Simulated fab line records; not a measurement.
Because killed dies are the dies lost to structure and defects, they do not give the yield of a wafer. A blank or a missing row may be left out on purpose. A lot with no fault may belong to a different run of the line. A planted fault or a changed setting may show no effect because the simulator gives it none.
2 desks looking at one fault + flow n5-finfet + every desk sees just its own numbers, and what lay behind them comes last

## TOOL OWNER'S DESK, ald-sin-04
The tool's own readings at N5_BEOL_M1_ALD_98 (deposits SiO2, target thk 2.5 nm, pulse time 1 s, co reactant pulse time 1 s): means of the sampled wafers that have a number, for each lot that ran on this tool. Marked OUT: a lot whose mean sits more than 4 standard deviations from the usual mean, which makes it out of limits; the brackets give that distance.
Columns: A = heater-power-w at N5_BEOL_M1_ALD_98, usual 75 W; B = precursor-pulse-height-rel at N5_BEOL_M1_ALD_98, usual 0.998
| lot  | first seen here | A  | B     |
|------|-----------------|----|-------|
| L263 | day 6 10:07     | 67 | 1.018 |
| L264 | day 6 16:37     | 66 | 0.985 |
| L269 | day 8 00:52     | 71 | 0.993 |
| L270 | day 8 06:01     | 74 | 1.005 |
| L276 | day 9 16:51     | 71 | 0.996 |
| L277 | day 9 21:37     | 74 | 0.983 |
| L278 | day 10 04:59    | 68 | 1.005 |
This desk's verdict: no lot among the 7 shows anything out of limits.

## AT THE METROLOGY DESK
What the gauges read for every lot (on any tool): the sampled wafers with a number, averaged. Marked OUT: a lot whose mean sits more than 4 standard deviations from the usual mean, which makes it out of limits; the brackets give that distance. Readings shown: 7 of its 12, picked as those furthest out on some lot.
Columns: A = M1_OVL at N5_BEOL_M1_OVL_MEAS_12, usual -0.1 nm; B = DIBL_N at N5_BEOL_M4_RC_MEAS_101, usual 35.9 mV/V; C = IOFF_P at N5_BEOL_M4_RC_MEAS_101, usual 0.205 nA/um; D = ION_N at N5_BEOL_M4_RC_MEAS_101, usual 675 uA/um; E = ION_P at N5_BEOL_M4_RC_MEAS_101, usual 463 uA/um; F = SS_P at N5_BEOL_M4_RC_MEAS_101, usual 73.1 mV/dec; G = VT_P at N5_BEOL_M4_RC_MEAS_101, usual -250.2 mV
| lot  | first seen here | A    | B    | C     | D   | E   | F    | G      |
|------|-----------------|------|------|-------|-----|-----|------|--------|
| L263 | day 6 08:39     | -0.4 | 35.7 | 0.215 | 669 | 461 | 72.8 | -248.9 |
| L264 | day 6 15:06     | 0.2  | 36.7 | 0.212 | 677 | 459 | 73.5 | -248.4 |
| L269 | day 7 23:40     | -0.3 | 35.8 | 0.236 | 676 | 471 | 72.7 | -246.4 |
| L270 | day 8 03:42     | -1.2 | 36.1 | 0.203 | 663 | 459 | 72.9 | -250.0 |
| L276 | day 9 15:26     | 0.0  | 35.0 | 0.188 | 683 | 461 | 72.7 | -251.0 |
| L277 | day 9 20:23     | 0.0  | 35.0 | 0.171 | 670 | 457 | 73.2 | -254.4 |
| L278 | day 10 02:41    | 0.1  | 36.2 | 0.210 | 682 | 464 | 73.3 | -249.8 |
| L281 | day 10 20:04    | -0.5 | 35.4 | 0.189 | 665 | 457 | 72.9 | -253.6 |
| L283 | day 11 12:19    | -0.4 | 38.2 | 0.223 | 674 | 461 | 74.1 | -248.9 |
| L284 | day 11 23:23    | 0.6  | 35.3 | 0.186 | 669 | 466 | 72.9 | -249.9 |
This desk's verdict: no lot among the 10 shows anything out of limits.

## PUT TOGETHER
Nothing out of limits was seen by the tool owner's desk.
Metrology desk: nothing out of limits seen.

## WHAT THE SIMULATOR PUT IN
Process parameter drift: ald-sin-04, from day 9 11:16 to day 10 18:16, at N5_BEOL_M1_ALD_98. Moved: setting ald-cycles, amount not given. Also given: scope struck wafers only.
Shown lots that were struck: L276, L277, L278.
